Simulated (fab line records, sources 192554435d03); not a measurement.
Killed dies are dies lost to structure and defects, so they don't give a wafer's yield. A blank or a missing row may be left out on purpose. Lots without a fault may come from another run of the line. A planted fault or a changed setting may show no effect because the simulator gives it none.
Split-lot experiment | flow n5_finfet | 7 lots, 21 wafers read, on a route of 1938 steps

THE SPLIT
At N5_BEOL_M13_COAT_65 (time 60 s, resist thk 350 nm), the setting spin_rpm was moved away from the recipe's 1500 rpm on 8 of the 21 wafers read, by -9.6% to +11.1%. The other wafers ran this setting at the recipe's value.

The reading is taken at the split's own step.

THE READING
SOC_of_BEOL_M13_COAT_65.thk_nm (the simulator's own value, which no gauge read), in nm, at N5_BEOL_M13_COAT_65 (time 60 s, resist thk 350 nm). The file gives no usual value for it. The 13 wafers here that ran the recipe average 350.0 nm, standard deviation 0.84 nm.

wafer  | tool, chamber at the split | spin_rpm as run, rpm | against the recipe | SOC_of_BEOL_M13_COAT_65.thk_nm, nm | against lot-mates on the recipe
L082.2 | litho_track-01, 0          | 1594                 | +6.3%              | 339.8                              | -11.0
L082.4 | litho_track-01, 0          | 1594                 | +6.3%              | 340                                | -10.8
L082.6 | litho_track-01, 0          | 1500                 | recipe             | 350.8                              | -
L080.1 | litho_track-04, 0          | 1583                 | +5.5%              | 340                                | -9.2
L080.3 | litho_track-04, 0          | 1500                 | recipe             | 349.2                              | -
L080.6 | litho_track-04, 0          | 1583                 | +5.5%              | 341                                | -8.2
L083.2 | litho_track-04, 0          | 1500                 | recipe             | 351                                | -
L083.3 | litho_track-04, 0          | 1500                 | recipe             | 349.6                              | -
L083.5 | litho_track-04, 0          | 1500                 | recipe             | 351.4                              | -
L084.3 | litho_track-01, 0          | 1356                 | -9.6%              | 367.2                              | +17.4
L084.4 | litho_track-01, 0          | 1356                 | -9.6%              | 367.4                              | +17.6
L084.5 | litho_track-01, 0          | 1500                 | recipe             | 349.8                              | -
L088.1 | litho_track-01, 0          | 1500                 | recipe             | 348.8                              | -
L088.3 | litho_track-01, 0          | 1400                 | -6.7%              | 362                                | +12.7
L088.5 | litho_track-01, 0          | 1500                 | recipe             | 349.8                              | -
L097.1 | litho_track-01, 0          | 1500                 | recipe             | 351.2                              | -
L097.4 | litho_track-01, 0          | 1500                 | recipe             | 350.2                              | -
L097.6 | litho_track-01, 0          | 1667                 | +11.1%             | 330.6                              | -20.1
L096.1 | litho_track-03, 0          | 1500                 | recipe             | 348.8                              | -
L096.2 | litho_track-03, 0          | 1500                 | recipe             | 349.6                              | -
L096.5 | litho_track-03, 0          | 1500                 | recipe             | 349.6                              | -

THE FIT
A straight line over all 21 wafers: SOC_of_BEOL_M13_COAT_65.thk_nm changes by -1.75 nm for each +1% of spin_rpm; r = -1.00; the points scatter about the line by 0.77 nm.
The same after taking each lot's own level away (the mean of its wafers on the recipe; 21 wafers): -1.79 nm for each +1%; r = -1.00; scatter 0.6 nm.
On that fit, the largest move of spin_rpm shifts the reading by 20 nm.
The lots' own levels span 349.20 to 350.80 nm, that is 1.9 times the standard deviation above.
So the lot-to-lot level changes the slope little: the two slopes agree.
Check: with one of the wafers moved furthest among these (+11.1%) left out of the fit, the line predicts -19.5 nm for it against its lot-mates. It came out at -20.1 nm against them.

OTHER SPLITS ON THESE WAFERS
These wafers also went through other splits before the reading. Each is held against what the fit with the lots' levels taken away leaves over:
other split on the same wafers    | wafers away from the commonest value | r with SOC_of_BEOL_M13_COAT_65.thk_nm (lot level and that fit taken away)
N5_BEOL_M9_COAT_75 time_s         | 6                                    | +0.11
N5_BEOL_M10_TRENCH_ETCH_37 bias_w | 7                                    | -0.42
N5_BEOL_M11_DEP_56 time_s         | 4                                    | +0.08
N5_BEOL_M12_COAT_58 spin_rpm      | 3                                    | -0.17
N5_BEOL_M12_ETCH_68 time_s        | 9                                    | -0.28
N5_BEOL_M12_SPUTTER_44 time_s     | 8                                    | +0.18

THE FILE'S OWN FIT
SOC_of_BEOL_M13_COAT_65.thk_nm changes by -1.79 nm for each +1% of spin_rpm, r = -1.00.
